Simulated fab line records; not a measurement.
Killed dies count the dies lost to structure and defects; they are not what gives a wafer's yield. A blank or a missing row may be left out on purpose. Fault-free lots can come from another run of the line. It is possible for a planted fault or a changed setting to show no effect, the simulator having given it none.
Check for tools in common || flow n5_finfet || Sampled: 13 lots, 37 wafers

## REASON IT WAS OPENED
Of 13 lots, 2 have the reading HK_THK flagged at N5_HKMG_FIN_THK_MEAS_70. Wafers without a fault read 1.603 nm, standard deviation 0.017.
Rule: a lot is flagged when every wafer of it that has a number lies more than 4 standard deviations from that mean, or none has a number. The rest of the lots are taken to be sound.

{"lot": "L263", "measured": "day 4 06:50", "on": "film_metro-02", "HK_THK (nm), wafer by wafer": "1.611 1.584 1.547", "flag": ""}
{"lot": "L264", "measured": "day 4 16:57", "on": "film_metro-01", "HK_THK (nm), wafer by wafer": "1.614 1.603 1.611", "flag": ""}
{"lot": "L265", "measured": "day 4 17:49", "on": "film_metro-01", "HK_THK (nm), wafer by wafer": "1.585 1.606 1.575", "flag": ""}
{"lot": "L266", "measured": "day 5 03:07", "on": "film_metro-01", "HK_THK (nm), wafer by wafer": "1.603 1.604 1.602", "flag": ""}
{"lot": "L267", "measured": "day 5 06:32", "on": "film_metro-01", "HK_THK (nm), wafer by wafer": "1.628 1.592", "flag": ""}
{"lot": "L268", "measured": "day 5 12:46", "on": "film_metro-01", "HK_THK (nm), wafer by wafer": "1.623 1.611 1.618", "flag": ""}
{"lot": "L269", "measured": "day 5 20:23", "on": "film_metro-01", "HK_THK (nm), wafer by wafer": "1.623 1.611 1.615", "flag": ""}
{"lot": "L272", "measured": "day 6 17:36", "on": "film_metro-02", "HK_THK (nm), wafer by wafer": "0.927 0.917 0.912", "flag": "FLAGGED"}
{"lot": "L273", "measured": "day 6 19:26", "on": "film_metro-02", "HK_THK (nm), wafer by wafer": "1.615 1.614", "flag": ""}
{"lot": "L275", "measured": "day 7 09:56", "on": "film_metro-01", "HK_THK (nm), wafer by wafer": "0.917 0.911 0.896", "flag": "FLAGGED"}
{"lot": "L278", "measured": "day 8 01:19", "on": "film_metro-01", "HK_THK (nm), wafer by wafer": "1.609 1.577 1.610", "flag": ""}
{"lot": "L284", "measured": "day 9 16:29", "on": "film_metro-01", "HK_THK (nm), wafer by wafer": "1.608 1.624 1.609", "flag": ""}
{"lot": "L285", "measured": "day 9 19:04", "on": "film_metro-01", "HK_THK (nm), wafer by wafer": "1.610 1.608 1.610", "flag": ""}
On average the flagged lots' numbers are 0.913 nm, which is -0.690 nm against the usual, or -41 standard deviations.

## EACH LOT AND THE TOOL IT RAN ON
The record holds 1 process step before the reading, out of a route of 1938 steps. In each cell: the tool, then ch and the chambers that the sampled wafers went through, then the start.
{"lot": "L263", "flag": "", "N5_HKMG_FIN_HK_ALD_01": "ald_hk-03 ch 0,2,3, day 4 03:15"}
{"lot": "L264", "flag": "", "N5_HKMG_FIN_HK_ALD_01": "ald_hk-03 ch 2,3, day 4 13:32"}
{"lot": "L265", "flag": "", "N5_HKMG_FIN_HK_ALD_01": "ald_hk-02 ch 1,2,3, day 4 14:30"}
{"lot": "L266", "flag": "", "N5_HKMG_FIN_HK_ALD_01": "ald_hk-01 ch 0,1,3, day 4 23:36"}
{"lot": "L267", "flag": "", "N5_HKMG_FIN_HK_ALD_01": "ald_hk-01 ch 0,1, day 5 02:53"}
{"lot": "L268", "flag": "", "N5_HKMG_FIN_HK_ALD_01": "ald_hk-03 ch 1,2,3, day 5 08:39"}
{"lot": "L269", "flag": "", "N5_HKMG_FIN_HK_ALD_01": "ald_hk-01 ch 1,2,3, day 5 16:34"}
{"lot": "L272", "flag": "FLAGGED", "N5_HKMG_FIN_HK_ALD_01": "ald_hk-03 ch 0,1,3, day 6 13:56"}
{"lot": "L273", "flag": "", "N5_HKMG_FIN_HK_ALD_01": "ald_hk-01 ch 2,3, day 6 15:50"}
{"lot": "L275", "flag": "FLAGGED", "N5_HKMG_FIN_HK_ALD_01": "ald_hk-03 ch 2,3, day 7 06:07"}
{"lot": "L278", "flag": "", "N5_HKMG_FIN_HK_ALD_01": "ald_hk-02 ch 0,1,3, day 7 21:50"}
{"lot": "L284", "flag": "", "N5_HKMG_FIN_HK_ALD_01": "ald_hk-03 ch 2,3, day 9 12:49"}
{"lot": "L285", "flag": "", "N5_HKMG_FIN_HK_ALD_01": "ald_hk-03 ch 0,3, day 9 15:32"}
What these steps do:
- N5_HKMG_FIN_HK_ALD_01: deposits HfO2, target thk 1.6 nm, pulse time 3 s, purge time 3 s.
- N5_HKMG_FIN_THK_MEAS_70: measures by xrf.

## FLAGGED AGAINST TOTAL, ONE TOOL AT A TIME (gauges that did the reading follow at the end)
{"step": "N5_HKMG_FIN_HK_ALD_01", "tool": "ald_hk-01", "lots run": 4, "flagged": 0, "share of the flagged lots": "none", "sound lots run after its first flagged lot": "-"}
{"step": "N5_HKMG_FIN_HK_ALD_01", "tool": "ald_hk-02", "lots run": 2, "flagged": 0, "share of the flagged lots": "none", "sound lots run after its first flagged lot": "-"}
{"step": "N5_HKMG_FIN_HK_ALD_01", "tool": "ald_hk-03", "lots run": 7, "flagged": 2, "share of the flagged lots": "all", "sound lots run after its first flagged lot": "2 (L284,L285)"}
{"step": "N5_HKMG_FIN_THK_MEAS_70", "tool": "film_metro-01", "lots run": 10, "flagged": 1, "share of the flagged lots": "some", "sound lots run after its first flagged lot": "3 (L278,L284,L285)"}
{"step": "N5_HKMG_FIN_THK_MEAS_70", "tool": "film_metro-02", "lots run": 3, "flagged": 1, "share of the flagged lots": "some", "sound lots run after its first flagged lot": "1 (L273)"}

## WHAT THE TABLE ALLOWS
Rows of the table that ran each flagged lot: 1, that is ald_hk-03 at N5_HKMG_FIN_HK_ALD_01.
- ald_hk-03 at N5_HKMG_FIN_HK_ALD_01 ran 7 lots, 2 of them flagged. After the first flagged lot (L284, L285), sound lots still ran on it; a lasting fault on the whole tool would not permit that.
No row of the table ran every flagged lot and no sound lot after the first.

## WHAT THE SIMULATOR HAD PUT IN
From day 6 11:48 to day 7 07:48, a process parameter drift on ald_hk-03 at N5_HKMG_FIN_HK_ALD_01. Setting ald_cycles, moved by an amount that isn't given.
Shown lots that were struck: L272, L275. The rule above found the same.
